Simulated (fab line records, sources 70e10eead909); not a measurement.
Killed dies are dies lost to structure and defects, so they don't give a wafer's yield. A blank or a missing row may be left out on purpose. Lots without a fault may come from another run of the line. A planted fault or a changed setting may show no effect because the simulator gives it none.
Chamber matching | flow nand_harc | NHARC_A_STAIRCASE_DEP_322 on pecvd-02: 3 sister chambers
The step deposits SiO2, target thk 7200 nm. 20 wafers are shown with their chamber, then 10 later ones without.

WAFERS WITH THEIR CHAMBER
wafer  | chamber | heater_power_w (W)
L077.3 | 2       | 707
L077.4 | 1       | 588
L077.6 | 0       | 770
L078.1 | 1       | 705
L078.4 | 0       | 771
L078.6 | 1       | 600
L082.1 | 1       | 618
L082.2 | 0       | 825
L082.4 | 0       | 743
L081.2 | 2       | 815
L081.5 | 0       | 730
L081.6 | 2       | 631
L085.2 | 0       | 870
L085.3 | 1       | 723
L085.6 | 1       | 604
L088.1 | 2       | 766
L088.4 | 0       | 764
L088.5 | 2       | 646
L090.1 | 1       | 686
L090.5 | 1       | 609

SIGNATURES (means of the wafers above)
reading        | chamber 0 | chamber 1 | chamber 2 | scatter within a chamber
heater_power_w | 781.86    | 641.62    | 713.00    | 59
Rule: a wafer's distance from a chamber is the root of the sum, over the readings, of the square of ((its reading less the chamber's mean) divided by the reading's scatter). The wafer belongs to the nearest chamber; if the next one is less than 2 further off, it can't be placed. The scatter: the root of (the sum of the squares of (reading less its chamber's mean) over the shown wafers, divided by (wafers less chambers)).

WAFERS WITHOUT THEIR CHAMBER
wafer  | heater_power_w (W)
L090.6 | 643
L091.3 | 643
L091.4 | 575
L091.6 | 652
L095.1 | 923
L095.2 | 732
L095.5 | 783
L097.2 | 671
L097.3 | 784
L097.5 | 617

WHICH CHAMBER EACH WENT THROUGH
wafer  | from the rows above          | in truth
L090.6 | can't be placed: 1 or 2      | 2
L091.3 | can't be placed: 1 or 2      | 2
L091.4 | can't be placed: 1 or 2      | 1
L091.6 | can't be placed: 1 or 2      | 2
L095.1 | can't be placed: 0 or 2      | 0
L095.2 | can't be placed: 2 or 0 or 1 | 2
L095.5 | can't be placed: 0 or 2      | 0
L097.2 | can't be placed: 1 or 2 or 0 | 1
L097.3 | can't be placed: 0 or 2      | 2
L097.5 | can't be placed: 1 or 2      | 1
Placed correctly: 0 of 10. Can't be placed from these rows: 10 (the true chamber is among the candidates in 10). Placed wrongly: 0.
